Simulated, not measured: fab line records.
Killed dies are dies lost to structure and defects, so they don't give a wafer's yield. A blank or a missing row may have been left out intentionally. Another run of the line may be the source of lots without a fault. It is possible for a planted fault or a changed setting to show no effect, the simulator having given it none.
Struck lot and sound lot, side by side / flow nandHarc / 14 out of 1302 route steps
Sound: the wafers L569.1, L569.2, L569.4. Struck: wafers L573.1, L573.2, L573.5. At the end, the cause is stated.
Order at every step that has rows: each side's tool, ch and its chambers, its first start. Under that, the readings that differ: sound wafers / struck wafers / difference of the means / sigmas: that difference in standard deviations of wafers without a fault.
alike: readings with means less than 2 such deviations apart, plus words and numbers identical on both sides. not compared: withheld readings, readings lacking a value on some wafer, bounds such as >300 that could conceal the same value, and numbers that have no deviation in the record and whose values overlap.
The two part at a step that has a row with sigmas, a row that says differs or no value, or rows on one side only. Non-overlapping numbers with no deviation appear without sigmas and do not part them. Lack of a reading on every wafer of one side parts them only where that side has two or more wafers.

NHARC_A_CHANNEL_FILL_D2_ETCHBACK_20: etches the open film in C4F8/O2/Ar, target depth 27 nm, time 13.5 s.
  sound on rieDiel-05 ch 0,2,3, day 14 18:06; struck on rieDiel-13 ch 1,2,3, day 17 02:50
reading=rfVppV (V); sound=985 983 985; struck=971 972 970; difference=-13; sigmas=-3
  alike: oesProductAu
  not compared: rfHoursCounterH
NHARC_A_CHANNEL_FILL_D2_STRIP_28: strips in O2, time 20 s.
  sound on rieDiel-05 ch 0,1,2, day 14 18:11; struck on rieDiel-13 ch 1,3, day 17 02:55
reading=showerheadPlenumPTorr (Torr); sound=3.68 3.68 3.58; struck=3.37 3.32 3.37; difference=-0.29; sigmas=-2
  alike: drypumpMotorCurrentA, oesProductAu, rfVppV, throttleValvePct
  not compared: rfHoursCounterH
then, 4 steps without rows for these wafers: NHARC_A_CHANNEL_FILL_D2_PRECLEAN_21 (cleans in dHF, time 30 s); NHARC_A_CHANNEL_FILL_D2_SRD_23; NHARC_A_CHANNEL_FILL_D2_CVD_05 (deposits poly-Si, target thk 5 nm); NHARC_A_CHANNEL_FILL_D2_ANNEAL_22 (time 7200 s).
NHARC_A_CHANNEL_FILL_D2_ALD_25: deposits SiOx, target thk 60 nm, pulse time 10 s, ald cycles 600.
  sound on aldHk-04 ch 0,1,3, day 15 05:24; struck on aldHk-02 ch 0,2,3, day 17 17:06
  alike: heaterPowerW, precursorPulseHeightRel
NHARC_A_CHANNEL_FILL_D2_ETCHBACK_08: etches the open film in C4F8, target depth 220 nm, time 110 s.
  sound on rieDiel-05 ch 0,2,3; struck on rieDiel-06 ch 0,2,3
reading=oesProductAu (a.u.); sound=0.92 0.92 0.92; struck=0.99 1.01 0.99; difference=+0.08; sigmas=+2
  alike: rfVppV
  not compared: rfHoursCounterH
NHARC_A_CHANNEL_FILL_D2_STRIP_29: strips in O2, time 20 s.
  sound on rieDiel-05 ch 0,1,3; struck on rieDiel-06 ch 0,1,3
  alike: drypumpMotorCurrentA, oesProductAu, rfVppV, showerheadPlenumPTorr, throttleValvePct
  not compared: rfHoursCounterH
then, 2 steps without rows for these wafers: NHARC_A_CHANNEL_FILL_D2_PRECLEAN_30 (cleans in dHF, time 30 s); NHARC_A_CHANNEL_FILL_D2_SRD_31.
NHARC_A_CHANNEL_FILL_D2_CVD_09: deposits poly-Si, target thk 150 nm, time 3000 s.
  sound on lpcvdPoly-01 ch 0, day 15 17:24; struck on lpcvdPoly-01, day 18 01:21
  no value came back on the struck wafers for any of 6 readings (pressureMtorr (mTorr), runLengthS (s) and others); on the sound wafers pressureMtorr (mTorr) reads 200.0 200.3 200.0
NHARC_A_CHANNEL_FILL_D2_CMP_10: polishes, target thk 150 nm.
  sound on cmp-04 ch 0,1,2, day 15 20:39; struck on cmp-01 ch 2,3, day 18 04:35
reading=timeToEndpointS (s); sound=13.0 16.7 18.3; struck=6.4 3.1 5.7; difference=-10.9; sigmas=-5
  alike: motorCurrentA, retainingRingPressureFrac
-- record jumps: 9 days between struck wafers' starts before vs after; left off in module A_CHANNEL_FILL_D2, resumes in module END, first step shown is number 1302 of the route --
NHARC_END_SORT_01:
  only the struck wafers appear in the record here, on prober-02 ch 0 at day 26 21:06; the sound ones have no rows

WHERE THEY PART
First at NHARC_A_CHANNEL_FILL_D2_ETCHBACK_20; last, within this record, at NHARC_END_SORT_01.

WHY: the cause the simulator had injected
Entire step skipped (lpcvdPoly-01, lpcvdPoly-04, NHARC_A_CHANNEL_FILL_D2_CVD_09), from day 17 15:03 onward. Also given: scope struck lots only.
